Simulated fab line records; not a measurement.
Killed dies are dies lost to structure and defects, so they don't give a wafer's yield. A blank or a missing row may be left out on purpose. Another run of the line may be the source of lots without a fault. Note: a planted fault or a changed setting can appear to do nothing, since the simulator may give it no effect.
Chamber matching + flow nandHarc + NHARC_P_BONDPAD_DESCUM_11 on rieDiel-09: 4 sister chambers
The step chemistry O2, time 3 s. 14 wafers are shown with their chamber, then 7 later ones without.

== WAFERS PAIRED WITH THEIR CHAMBERS ==
| wafer  | chamber | drypumpMotorCurrentA (A) | oesProductAu (a.u.) | rfVppV (V) |
|--------|---------|--------------------------|---------------------|------------|
| L074.1 | 2       | 6.1                      | 1.002               | 57.5       |
| L074.4 | 1       | 6.2                      | 0.992               | 58.0       |
| L074.5 | 2       | 6.1                      | 1.003               | 57.8       |
| L077.2 | 1       | 6.2                      | 0.990               | 58.2       |
| L077.5 | 3       | 6.3                      | 0.989               | 57.2       |
| L077.6 | 0       | 6.3                      | 0.983               | 57.1       |
| L079.3 | 1       | 6.2                      | 1.003               | 59.5       |
| L079.5 | 3       | 6.3                      | 0.986               | 58.6       |
| L079.6 | 2       | 6.1                      | 1.009               | 59.6       |
| L080.4 | 3       | 6.3                      | 0.989               | 58.6       |
| L080.5 | 1       | 6.2                      | 1.002               | 56.9       |
| L080.6 | 2       | 6.2                      | 0.993               | 57.2       |
| L084.2 | 2       | 6.1                      | 0.992               | 57.0       |
| L084.3 | 1       | 6.2                      | 0.999               | 60.0       |

SIGNATURES (averages over the wafers above)
| reading              | chamber 0 | chamber 1 | chamber 2 | chamber 3 | scatter within a chamber |
|----------------------|-----------|-----------|-----------|-----------|--------------------------|
| drypumpMotorCurrentA | 6.300     | 6.200     | 6.120     | 6.300     | 0.0283                   |
| oesProductAu         | 0.98300   | 0.99720   | 0.99980   | 0.98800   | 0.00593                  |
| rfVppV               | 57.100    | 58.520    | 57.820    | 58.133    | 1.09                     |
Rule: for each reading, subtract the chamber's mean from the wafer's reading, divide by that reading's scatter and square the result; add these up over the readings and take the root, which gives the wafer's distance from the chamber. The wafer belongs to the nearest chamber; if the next one is less than 2 further off, it can't be placed. The scatter is the square root of a quotient: the sum, over the shown wafers, of each reading's squared deviation from its chamber's mean, divided by wafers minus chambers.

== WAFERS WITHOUT THEIR CHAMBER ==
| wafer  | drypumpMotorCurrentA (A) | oesProductAu (a.u.) | rfVppV (V) |
|--------|--------------------------|---------------------|------------|
| L084.6 | 6.4                      | 0.998               | 57.7       |
| L085.2 | 6.2                      | 1.001               | 57.5       |
| L085.3 | 6.3                      | 0.995               | 58.6       |
| L085.4 | 6.3                      | 1.003               | 58.5       |
| L092.1 | 6.2                      | 1.003               | 57.5       |
| L092.2 | 6.3                      | 0.995               | 57.9       |
| L092.5 | 6.3                      | 0.990               | 57.3       |

== EACH ONE'S CHAMBER ==
| wafer  | from the rows above          | in truth |
|--------|------------------------------|----------|
| L084.6 | can't be placed: 3 or 0      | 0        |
| L085.2 | can't be placed: 1 or 2      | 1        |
| L085.3 | can't be placed: 3 or 0      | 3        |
| L085.4 | can't be placed: 3 or 0 or 1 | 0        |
| L092.1 | can't be placed: 1 or 2      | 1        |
| L092.2 | can't be placed: 3 or 0      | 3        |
| L092.5 | can't be placed: 3 or 0      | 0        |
Correct placement for 0 of the 7. Not placeable from these rows: 7 (in 7, the candidates include the true chamber). Placed wrongly: 0.
